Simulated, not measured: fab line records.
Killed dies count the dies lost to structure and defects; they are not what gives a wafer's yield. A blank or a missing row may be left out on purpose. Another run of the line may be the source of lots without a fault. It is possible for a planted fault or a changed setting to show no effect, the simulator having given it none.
Code-filled problem report in 8D (eight disciplines) form :: flow n5 finfet :: the parts of the form that need people (team, actions taken, sign-off) are left out

== 1. WHAT IS WRONG ==
A mean of 271.6 s is read at N5_BEOL_M9_CVD_78 for run length s, taken on 1 wafer of 1 lot, against 161.7 s (standard deviation 0.42) on wafers free of any fault. That is +99 or more standard deviations from the usual mean.
The step: deposits Co from CCTBA/H2, target thk 2 nm, time 138.9 s.
First observed at day 14 19:11: wafer L627.3, on cvd co-02. Wafers with a number at this step in the record: 33, from 11 lots. The rule behind "out" and "out of limits": a value lying over 4 standard deviations away from the usual mean. The rest of the wafers with a number are treated as sound.

== 2. WHAT IT IS, WHAT IT ISN'T ==
question: which readings at this step
is: run length s
is not: -

question: which lots
is: L627
is not: L607, L609, L610, L611, L612, L614, L615, L617, L629, L630

question: which wafers of those lots
is: L627.3
is not: L627.2, L627.4

question: read on which tools
is: cvd co-02
is not: cvd co-01

question: when
is: from day 14 19:11
is not: up to then (26 sound wafers); but 6 sound wafers of L629, L630 came after

== 3. THE SUSPECTS, EACH WITH WHAT RULES IT OUT ==
Counting: a tool at a process step up to the reading stays a suspect if it ran every lot that is out. Sound lots after the first of them don't rule it out here, since some wafers of a struck lot are sound.
- rie diel-04 at N5_BEOL_M9_ETCH_76 (etches underlayer in N2/H2, target depth 6.5 nm, time 5.2 s): kept. It processed L627, the lot that is out, at day 14 17:31, and its most recent sound lot before then was L615 at day 11 08:06.
- cvd co-02 at N5_BEOL_M9_CVD_78 (deposits Co from CCTBA/H2, target thk 2 nm, time 138.9 s): kept. It processed L627, the lot that is out, at day 14 19:11, and its most recent sound lot before then was L615 at day 11 10:13. On those wafers its own readings are out: run length s.
- In rie diel-04 at N5_BEOL_M9_ETCH_76, the wafers that are out were processed in chamber 3 and their sound lot-mates in chambers 1, 2.
- In cvd co-02 at N5_BEOL_M9_CVD_78, the wafers that are out were processed in chamber 0 and their sound lot-mates in chambers 1, 2.
Left after counting: rie diel-04 at N5_BEOL_M9_ETCH_76, cvd co-02 at N5_BEOL_M9_CVD_78.

== 4. THE CAUSE (what the simulator had put in) ==
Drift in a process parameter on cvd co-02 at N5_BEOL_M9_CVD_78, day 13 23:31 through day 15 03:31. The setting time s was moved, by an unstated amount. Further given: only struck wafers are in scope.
After counting, 2 suspects remain, this tool included.

== 5. THE EFFECT CHAIN, in route order ==
Each row: a reading where the mean over the struck wafers with a number is more than 3 standard deviations away from the usual. Readings are gone through only where the record gives a usual standard deviation; hours: the median, over the lots, of the time from a lot's start at the first step in this table giving one to that lot's start at this step; sigmas: the change measured in usual standard deviations.
hours: 0
step: N5_BEOL_M9_CVD_78
reading: run length s
usual: 161.7 s
on struck wafers: 271.6
change: +109.9
sigmas: +99 or more
Process steps it contains:
- N5_BEOL_M9_CVD_78: deposits Co from CCTBA/H2, target thk 2 nm, time 138.9 s.

== 6. WHAT WOULD HAVE CAUGHT IT SOONER ==
The fault began at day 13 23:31; the first out-of-limits reading in this record came at day 14 19:11, 20 hours later.
